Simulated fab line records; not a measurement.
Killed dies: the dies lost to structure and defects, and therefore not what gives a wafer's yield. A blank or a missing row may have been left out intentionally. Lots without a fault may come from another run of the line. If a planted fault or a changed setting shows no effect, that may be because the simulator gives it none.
fab line records + flow n5-finfet + part 2 of 2: steps 5 to 6 of 6
record
- lots=24
- wafers=72
- last-day=18
route steps=1938 shown MOL_CONTACT_COAG@537
lots untouched by any fault: they come from a run of this same line in which no faults occurred
start-h: hours from the record's first day to the start of the lot's first wafer shown + wait-h: hours elapsed since this lot's preceding step + " the same as in the row above + L1.1+2: a single row standing in for several wafers + - no value present, or no start provided + * or withheld: withheld + < > ~ a bound
route shown NAME@n: NAME is a module with steps in the file, n the number in the route of the first one + usual: average and standard deviation across the fault-free wafers + same: alike in all rows + chamber/n: place in a boat + sites: the reading at each site + _std_site: the values' standard deviation + _edge_site: inner sites' mean taken away from outer sites' mean + radius-mm: for every site, how far away it sits from the centre of the wafer + mask NAME#n: copy n + behind: tool/chamber where the wafer was last shaped + hold: why the lot went on hold/how many hours it stayed there/how the hold came to an end + device: transistor that didn't switch, given as n, p or np + end of line: the route-end tests of the same wafers + a step given without rows: its recipe and nothing more + killed: dies that structure and defects cost at the first sort, which is not the same as the wafer's yield + map: a wafer's dies, marking killed ones x, the rest . and places with no die _
set.NAME: the setting that was run; set.NAME@STEP: the one run at that earlier step + model.NAME: the simulator's own value behind a step, which no gauge read
one table for each step of the route and one row for each wafer, over a sample of lots
services: from which hour (start-h, from the record's first day; less than 0 if before it) a tool's chamber was out of use, for how many hours, and why
## steps
# step N5_MOL_CONTACT_COAG_ETCHBACK_135
# recipe
- chemistry=CHF3
- target=SiO2
- target-depth-a=250
- time-s=16.7
- ion-energy-ev=200
- pressure-mtorr=30
- source-w=610
- bias-w=170
- Ar_flow_sccm=200
- CHF3_flow_sccm=50
# usual
- drypump-motor-current-A=5.50/0.29
- oes_ar_750_au=0.80/0.088
- oes-product-au=0.80/0.088
- rf-fwd-power-W=598/3.7
- rf-vpp-V=522/7.9
- showerhead-plenum-p-Torr=2.36/0.071
- throttle-valve-pct=18.74/0.22
| lot.wafer | tool        | chamber | start-h | wait-h | drypump-motor-current-A | oes_ar_750_au | oes-product-au | rf-fwd-power-W | rf-hours-counter-h | rf-vpp-V | showerhead-plenum-p-Torr | throttle-valve-pct |
|-----------|-------------|---------|---------|--------|-------------------------|---------------|----------------|----------------|--------------------|----------|--------------------------|--------------------|
| L074.2    | rie-diel-01 | 0       | 104.58  | 0.0    | 5.42                    | 0.69          | 0.67           | 602            | 228                | 517      | 2.35                     | 18.74              |
| L074.5    | "           | 2       | "       | "      | 5.96                    | 0.87          | 0.87           | 595            | -                  | 515      | 2.40                     | 18.81              |
| L074.6    | "           | 1       | "       | "      | 5.12                    | 0.90          | 0.89           | 598            | -                  | 532      | 2.44                     | 18.68              |
| L075.1    | rie-diel-01 | 1       | 108.97  | 0.0    | 5.12                    | 0.89          | 0.88           | 595            | 49                 | 531      | 2.44                     | 18.70              |
| L075.5    | "           | 0       | "       | "      | 5.46                    | 0.68          | 0.68           | 598            | -                  | 519      | 2.35                     | 18.74              |
| L075.6    | "           | 3       | "       | "      | 5.45                    | 0.76          | 0.75           | 601            | -                  | 525      | 2.40                     | 18.41              |
| L076.1    | rie-diel-01 | 3       | 120.14  | 0.0    | 5.43                    | 0.75          | 0.76           | 603            | 152                | 525      | 2.40                     | 18.42              |
| L076.4    | "           | 0       | "       | "      | 5.45                    | 0.68          | 0.67           | 596            | 233                | 517      | 2.35                     | 18.72              |
| L076.5    | "           | 3       | "       | "      | 5.42                    | 0.75          | 0.76           | 601            | -                  | 526      | 2.40                     | 18.43              |
| L077.1    | rie-diel-01 | 3       | 124.80  | 0.0    | 5.40                    | 0.74          | 0.75           | 598            | 154                | 525      | 2.40                     | 18.43              |
| L077.2    | "           | 0       | "       | "      | 5.43                    | 0.68          | 0.66           | 598            | 235                | 518      | 2.35                     | 18.74              |
| L077.5    | "           | 2       | "       | "      | 5.93                    | 0.86          | 0.87           | 599            | -                  | 514      | 2.40                     | 18.80              |
| L078.1    | rie-diel-01 | 0       | 132.71  | 0.0    | 5.48                    | 0.68          | 0.67           | 599            | 238                | 517      | 2.34                     | 18.75              |
| L078.2    | "           | 2       | "       | "      | 5.92                    | 0.86          | 0.86           | 596            | 62                 | 514      | 2.40                     | 18.81              |
| L078.4    | "           | 1       | "       | "      | 5.11                    | 0.88          | 0.87           | 594            | 56                 | 530      | 2.43                     | 18.70              |
| L079.2    | rie-diel-02 | 0       | 133.05  | 0.0    | 5.48                    | 0.72          | 0.71           | 601            | 183                | 522      | 2.28                     | 18.74              |
| L079.4    | "           | 1       | "       | "      | 4.92                    | 0.70          | 0.69           | 594            | 239                | 534      | 2.35                     | 18.82              |
| L079.5    | "           | 1       | "       | "      | 4.92                    | 0.70          | 0.69           | 599            | -                  | 534      | 2.36                     | 18.84              |
| L080.4    | rie-diel-03 | 0       | 147.92  | 0.0    | 5.56                    | 0.80          | 0.81           | 595            | 81                 | 523      | 2.50                     | 19.01              |
| L080.5    | "           | 3       | "       | "      | 5.80                    | 0.92          | 0.91           | 603            | -                  | 515      | 2.35                     | 18.70              |
| L080.6    | "           | 0       | "       | "      | 5.56                    | 0.80          | 0.81           | 595            | -                  | 521      | 2.50                     | 19.02              |
| L081.2    | rie-diel-03 | 3       | 148.24  | 0.0    | 5.77                    | 0.92          | 0.91           | 602            | 20                 | 515      | 2.35                     | 18.70              |
| L081.4    | "           | 0       | "       | "      | 5.57                    | 0.81          | 0.81           | 596            | 81                 | 524      | 2.50                     | 19.03              |
| L081.5    | "           | 1       | "       | "      | 5.70                    | 0.77          | 0.79           | 601            | -                  | 538      | 2.28                     | 18.72              |
| L082.1    | rie-diel-02 | 3       | 153.51  | 0.0    | 5.37                    | 0.75          | 0.75           | 593            | 150                | 517      | 2.30                     | 19.15              |
| L082.4    | "           | 1       | "       | "      | 4.92                    | 0.70          | 0.68           | 595            | -                  | 533      | 2.35                     | 18.84              |
| L082.5    | "           | 0       | "       | "      | 5.44                    | 0.70          | 0.71           | 600            | -                  | 521      | 2.27                     | 18.76              |
| L084.2    | rie-diel-01 | 2       | 160.12  | 0.0    | 5.94                    | 0.84          | 0.86           | 598            | 73                 | 514      | 2.39                     | 18.84              |
| L084.3    | "           | 1       | "       | "      | 5.10                    | 0.87          | 0.86           | 596            | 67                 | 531      | 2.43                     | 18.71              |
| L084.4    | "           | 3       | "       | "      | 5.43                    | 0.74          | 0.74           | 604            | 167                | 526      | 2.39                     | 18.43              |
| L083.2    | rie-diel-01 | 1       | 161.39  | 0.0    | 5.09                    | 0.87          | 0.85           | 598            | 67                 | 533      | 2.43                     | 18.69              |
| L083.5    | "           | 2       | "       | "      | 5.95                    | 0.84          | 0.85           | 593            | -                  | 514      | 2.39                     | 18.83              |
| L083.6    | "           | 3       | "       | "      | 5.41                    | 0.74          | 0.74           | 599            | -                  | 526      | 2.39                     | 18.45              |
| L085.1    | rie-diel-01 | 2       | 168.92  | 0.0    | 5.93                    | 0.84          | 0.84           | 595            | 76                 | 514      | 2.39                     | 18.83              |
| L085.2    | "           | 1       | "       | "      | 5.12                    | 0.86          | 0.85           | 593            | 70                 | 530      | 2.43                     | 18.70              |
| L085.4    | "           | 3       | "       | "      | 5.42                    | 0.73          | 0.73           | 598            | -                  | 526      | 2.39                     | 18.45              |
| L086.2    | rie-diel-01 | 1       | 176.10  | 0.0    | 5.11                    | 0.86          | 0.86           | 594            | 74                 | 531      | 2.43                     | 18.73              |
| L086.3    | "           | 2       | "       | "      | 5.93                    | 0.83          | 0.84           | 595            | 80                 | 514      | 2.39                     | 18.85              |
| L086.6    | "           | 1       | "       | "      | 5.09                    | 0.87          | 0.86           | 593            | -                  | 530      | 2.42                     | 18.72              |
| L087.1    | rie-diel-03 | 3       | 177.13  | 0.0    | 5.81                    | 0.90          | 0.90           | 601            | 31                 | 514      | 2.34                     | 18.71              |
| L087.3    | "           | 1       | "       | "      | 5.71                    | 0.76          | 0.77           | 607            | 127                | 538      | 2.27                     | 18.74              |
| L087.4    | "           | 2       | "       | "      | 5.56                    | 0.74          | 0.73           | 596            | 184                | 529      | 2.19                     | 18.97              |
| L088.3    | rie-diel-01 | 2       | 187.30  | 0.0    | 5.96                    | 0.84          | 0.84           | 596            | 84                 | 512      | 2.39                     | 18.85              |
| L088.4    | "           | 0       | "       | "      | 5.39                    | 0.99          | 1.00           | 600            | 2                  | 518      | 2.34                     | 18.46              |
| L088.6    | "           | 2       | "       | "      | 5.95                    | 0.82          | 0.83           | 596            | -                  | 513      | 2.39                     | 18.85              |
| L089.1    | rie-diel-02 | 2       | 191.04  | 0.0    | 5.78                    | 0.94          | 0.92           | 605            | 9                  | 510      | 2.44                     | 18.46              |
| L089.2    | "           | 1       | "       | "      | 4.92                    | 1.01          | 1.00           | 595            | 1                  | 533      | 2.35                     | 18.45              |
| L089.3    | "           | 0       | "       | "      | 5.44                    | 0.69          | 0.69           | 603            | 206                | 521      | 2.27                     | 18.78              |
| L090.1    | rie-diel-01 | 0       | 194.08  | 0.0    | 5.48                    | 0.98          | 0.98           | 599            | 4                  | 518      | 2.34                     | 18.44              |
| L090.2    | "           | 3       | "       | "      | 5.40                    | 0.73          | 0.73           | 600            | 181                | 526      | 2.39                     | 18.47              |
| L090.5    | "           | 0       | "       | "      | 5.47                    | 0.98          | 0.97           | 599            | -                  | 517      | 2.34                     | 18.45              |
| L091.2    | rie-diel-02 | 0       | 198.54  | 0.0    | 5.48                    | 0.70          | 0.69           | 598            | 208                | 522      | 2.27                     | 18.78              |
| L091.4    | "           | 2       | "       | "      | 5.81                    | 0.92          | 0.92           | 601            | 11                 | 510      | 2.44                     | 18.47              |
| L091.6    | "           | 1       | "       | "      | 4.93                    | 1.00          | 1.00           | 597            | -                  | 532      | 2.35                     | 18.45              |
| L092.2    | rie-diel-02 | 2       | 207.55  | 0.0    | 5.80                    | 0.92          | 0.92           | 602            | 13                 | 510      | 2.44                     | 18.47              |
| L092.3    | "           | 3       | "       | "      | 5.37                    | 0.73          | 0.74           | 593            | 169                | 517      | 2.30                     | 19.16              |
| L092.6    | "           | 3       | "       | "      | 5.38                    | 0.73          | 0.74           | 595            | -                  | 517      | 2.30                     | 19.15              |
| L093.1    | rie-diel-03 | 1       | 212.97  | 0.0    | 5.70                    | 0.75          | 0.76           | 601            | 140                | 539      | 2.27                     | 18.76              |
| L093.2    | "           | 0       | "       | "      | 5.58                    | 0.78          | 0.78           | 591            | 107                | 523      | 2.49                     | 19.06              |
| L093.5    | "           | 3       | "       | "      | 5.76                    | 0.88          | 0.87           | 602            | -                  | 515      | 2.34                     | 18.71              |
| L094.1    | rie-diel-03 | 2       | 223.32  | 0.0    | 5.57                    | 0.72          | 0.73           | 597            | 200                | 530      | 2.18                     | 19.02              |
| L094.4    | "           | 3       | "       | "      | 5.79                    | 0.88          | 0.88           | 603            | 44                 | 514      | 2.34                     | 18.73              |
| L094.6    | "           | 2       | "       | "      | 5.56                    | 0.72          | 0.74           | 598            | -                  | 529      | 2.18                     | 19.02              |
| L095.2    | rie-diel-02 | 0       | 245.18  | 0.0    | 5.41                    | 0.69          | 0.69           | 603            | 221                | 520      | 2.26                     | 18.81              |
| L095.4    | "           | 3       | "       | "      | 5.39                    | 0.72          | 0.72           | 593            | 180                | 516      | 2.29                     | 19.19              |
| L095.5    | "           | 2       | "       | "      | 5.81                    | 0.90          | 0.90           | 604            | -                  | 509      | 2.44                     | 18.50              |
| L096.1    | rie-diel-02 | 3       | 248.87  | 0.0    | 5.40                    | 0.73          | 0.72           | 596            | 182                | 516      | 2.29                     | 19.18              |
| L096.4    | "           | 0       | "       | "      | 5.45                    | 0.69          | 0.69           | 602            | 223                | 522      | 2.26                     | 18.81              |
| L096.5    | "           | 3       | "       | "      | 5.40                    | 0.72          | 0.72           | 593            | -                  | 517      | 2.29                     | 19.19              |
| L097.3    | rie-diel-01 | 1       | 262.17  | 0.0    | 5.11                    | 0.82          | 0.82           | 595            | 103                | 530      | 2.41                     | 18.75              |
| L097.4    | "           | 2       | "       | "      | 5.92                    | 0.81          | 0.81           | 594            | 107                | 513      | 2.38                     | 18.89              |
| L097.5    | "           | 2       | "       | "      | 5.92                    | 0.81          | 0.81           | 593            | -                  | 512      | 2.38                     | 18.89              |
# step N5_MOL_CONTACT_COAG_CD_MEAS_137
# recipe
- target-cd-nm=16
# usual
- cd-nm=16.1/0.35
| lot.wafer | tool      | chamber | start-h | wait-h | cd-nm |
|-----------|-----------|---------|---------|--------|-------|
| L074.2    | cd-sem-01 | -       | 104.95  | 0.0    | 16.0  |
| L074.5    | "         | -       | "       | "      | 15.5  |
| L074.6    | "         | -       | "       | "      | 16.1  |
| L075.1    | cd-sem-02 | -       | 109.33  | 0.0    | 16.7  |
| L075.5    | "         | -       | "       | "      | 16.1  |
| L075.6    | "         | -       | "       | "      | 15.5  |
| L076.1    | cd-sem-01 | -       | 120.55  | 0.0    | 15.7  |
| L076.4    | "         | -       | "       | "      | 16.4  |
| L076.5    | "         | -       | "       | "      | 15.9  |
| L077.1    | cd-sem-02 | -       | 125.16  | 0.0    | 15.4  |
| L077.2    | "         | -       | "       | "      | 16.6  |
| L077.5    | "         | -       | "       | "      | 15.4  |
| L078.1    | cd-sem-03 | -       | 133.07  | 0.0    | 16.5  |
| L078.2    | "         | -       | "       | "      | 16.0  |
| L078.4    | "         | -       | "       | "      | 16.1  |
| L079.2    | cd-sem-01 | -       | 133.42  | 0.0    | 16.2  |
| L079.4    | "         | -       | "       | "      | 16.4  |
| L079.5    | "         | -       | "       | "      | 15.6  |
| L080.4    | cd-sem-01 | -       | 148.29  | 0.0    | 15.8  |
| L080.5    | "         | -       | "       | "      | 16.1  |
| L080.6    | "         | -       | "       | "      | 16.1  |
| L081.2    | cd-sem-03 | -       | 148.61  | 0.0    | 15.9  |
| L081.4    | "         | -       | "       | "      | 16.0  |
| L081.5    | "         | -       | "       | "      | 16.1  |
| L082.1    | cd-sem-01 | -       | 153.88  | 0.0    | 15.8  |
| L082.4    | "         | -       | "       | "      | 15.9  |
| L082.5    | "         | -       | "       | "      | 16.1  |
| L084.2    | cd-sem-01 | -       | 160.49  | 0.0    | 16.5  |
| L084.3    | "         | -       | "       | "      | 16.8  |
| L084.4    | "         | -       | "       | "      | 15.7  |
| L083.2    | cd-sem-02 | -       | 161.76  | 0.0    | 15.8  |
| L083.5    | "         | -       | "       | "      | 16.4  |
| L083.6    | "         | -       | "       | "      | 15.8  |
| L085.1    | cd-sem-03 | -       | 169.29  | 0.0    | 16.0  |
| L085.2    | "         | -       | "       | "      | 16.4  |
| L085.4    | "         | -       | "       | "      | 15.6  |
| L086.2    | cd-sem-01 | -       | 176.47  | 0.0    | 17.0  |
| L086.3    | "         | -       | "       | "      | 15.7  |
| L086.6    | "         | -       | "       | "      | 16.5  |
| L087.1    | cd-sem-03 | -       | 177.50  | 0.0    | 16.5  |
| L087.3    | "         | -       | "       | "      | 16.3  |
| L087.4    | "         | -       | "       | "      | 16.3  |
| L088.3    | cd-sem-02 | -       | 187.67  | 0.0    | 16.5  |
| L088.4    | "         | -       | "       | "      | 16.5  |
| L088.6    | "         | -       | "       | "      | 16.0  |
| L089.1    | cd-sem-01 | -       | 191.40  | 0.0    | 16.2  |
| L089.2    | "         | -       | "       | "      | 15.8  |
| L089.3    | "         | -       | "       | "      | 16.1  |
| L090.1    | cd-sem-01 | -       | 194.49  | 0.0    | 16.1  |
| L090.2    | "         | -       | "       | "      | 15.4  |
| L090.5    | "         | -       | "       | "      | 16.2  |
| L091.2    | cd-sem-02 | -       | 198.94  | 0.0    | 16.4  |
| L091.4    | "         | -       | "       | "      | 15.9  |
| L091.6    | "         | -       | "       | "      | 16.3  |
| L092.2    | cd-sem-03 | -       | 207.92  | 0.0    | 15.8  |
| L092.3    | "         | -       | "       | "      | 16.0  |
| L092.6    | "         | -       | "       | "      | 15.8  |
| L093.1    | cd-sem-01 | -       | 213.38  | 0.0    | 15.8  |
| L093.2    | "         | -       | "       | "      | 15.8  |
| L093.5    | "         | -       | "       | "      | 16.4  |
| L094.1    | cd-sem-01 | -       | 223.70  | 0.0    | 15.9  |
| L094.4    | "         | -       | "       | "      | 16.1  |
| L094.6    | "         | -       | "       | "      | 16.0  |
| L095.2    | cd-sem-03 | -       | 245.55  | 0.0    | 16.8  |
| L095.4    | "         | -       | "       | "      | 16.3  |
| L095.5    | "         | -       | "       | "      | 17.0  |
| L096.1    | cd-sem-01 | -       | 249.25  | 0.0    | 16.0  |
| L096.4    | "         | -       | "       | "      | 16.3  |
| L096.5    | "         | -       | "       | "      | 15.9  |
| L097.3    | cd-sem-03 | -       | 262.54  | 0.0    | 15.8  |
| L097.4    | "         | -       | "       | "      | 16.3  |
| L097.5    | "         | -       | "       | "      | 16.3  |
## services
| tool        | chamber | start-h | hours | kind                          |
|-------------|---------|---------|-------|-------------------------------|
| rie-diel-02 | -       | 70.76   | 33.9  | repair                        |
| rie-diel-03 | 3       | 79.78   | -     | clean                         |
| rie-diel-03 | 3       | 79.78   | -     | consumable-replace:focus-ring |
| rie-diel-03 | 3       | 79.78   | 17.9  | scheduled-down                |
| rie-diel-03 | 3       | 79.78   | 17.9  | vent-cycle                    |
| rie-diel-02 | 3       | 106.41  | 11.6  | repair                        |
| rie-diel-02 | 2       | 150.55  | -     | clean                         |
| rie-diel-02 | 2       | 150.55  | -     | consumable-replace:focus-ring |
| rie-diel-02 | -       | 151.44  | 0.6   | repair                        |
| rie-diel-01 | 0       | 165.02  | -     | clean                         |
| rie-diel-01 | 0       | 165.02  | -     | consumable-replace:focus-ring |
| rie-diel-01 | 0       | 165.02  | 16.3  | scheduled-down                |
| rie-diel-01 | 0       | 165.02  | 16.3  | vent-cycle                    |
| rie-diel-02 | 1       | 168.17  | -     | clean                         |
| rie-diel-02 | 1       | 168.17  | -     | consumable-replace:focus-ring |
| rie-diel-02 | 1       | 168.17  | 20.1  | scheduled-down                |
| rie-diel-02 | 1       | 168.17  | 20.1  | vent-cycle                    |
| rie-diel-03 | 3       | 201.09  | 8.5   | repair                        |
| rie-diel-01 | 1       | 205.35  | 2.7   | repair                        |
| rie-diel-01 | 3       | 237.65  | 3.0   | repair                        |
| rie-diel-01 | 2       | 253.64  | 4.9   | repair                        |
